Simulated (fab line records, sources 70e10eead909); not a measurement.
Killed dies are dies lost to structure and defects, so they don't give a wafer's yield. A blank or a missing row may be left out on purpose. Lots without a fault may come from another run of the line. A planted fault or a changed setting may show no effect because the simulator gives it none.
Chamber matching | flow nand_harc | NHARC_P_BONDPAD_CMP_19 on cmp-02: 4 sister chambers
The step polishes, t overpolish 30 s, cu recess touch 16 s, target thk 160.81 nm. 4 wafers are shown with their chamber, then 8 later ones without.

WAFERS WITH THEIR CHAMBER
wafer  | chamber | motor_current_A (A)
L410.4 | 3       | 13.4
L410.5 | 1       | 11.1
L410.6 | 0       | 12.0
L417.1 | 2       | 12.8

WAFERS WITHOUT THEIR CHAMBER
wafer  | motor_current_A (A)
L417.3 | 11.0
L417.5 | 12.1
L418.1 | 13.0
L418.2 | 11.9
L418.5 | 11.4
L422.1 | 13.0
L422.4 | 12.0
L422.5 | 12.5

WHICH CHAMBER EACH WENT THROUGH
wafer  | from the rows above     | in truth
L417.3 | 1                       | 1
L417.5 | 0                       | 0
L418.1 | can't be placed: 2 or 3 | 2
L418.2 | 0                       | 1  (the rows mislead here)
L418.5 | can't be placed: 1 or 0 | 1
L422.1 | can't be placed: 2 or 3 | 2
L422.4 | 0                       | 0
L422.5 | can't be placed: 2 or 0 | 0
Placed correctly: 3 of 8. Can't be placed from these rows: 4 (the true chamber is among the candidates in 4). Placed wrongly: 1.
How it was worked out, from the rows above alone: a wafer's distance from a chamber is the root of the sum, over the readings, of the square of ((its reading less the chamber's mean) divided by the reading's scatter). The wafer belongs to the nearest chamber; if the next one is less than 2 further off, it can't be placed. A chamber's mean is the mean of its shown wafers. The scatter: with one shown wafer a chamber, the root of the mean of the squares of how far each hidden wafer lies from its nearest shown one.
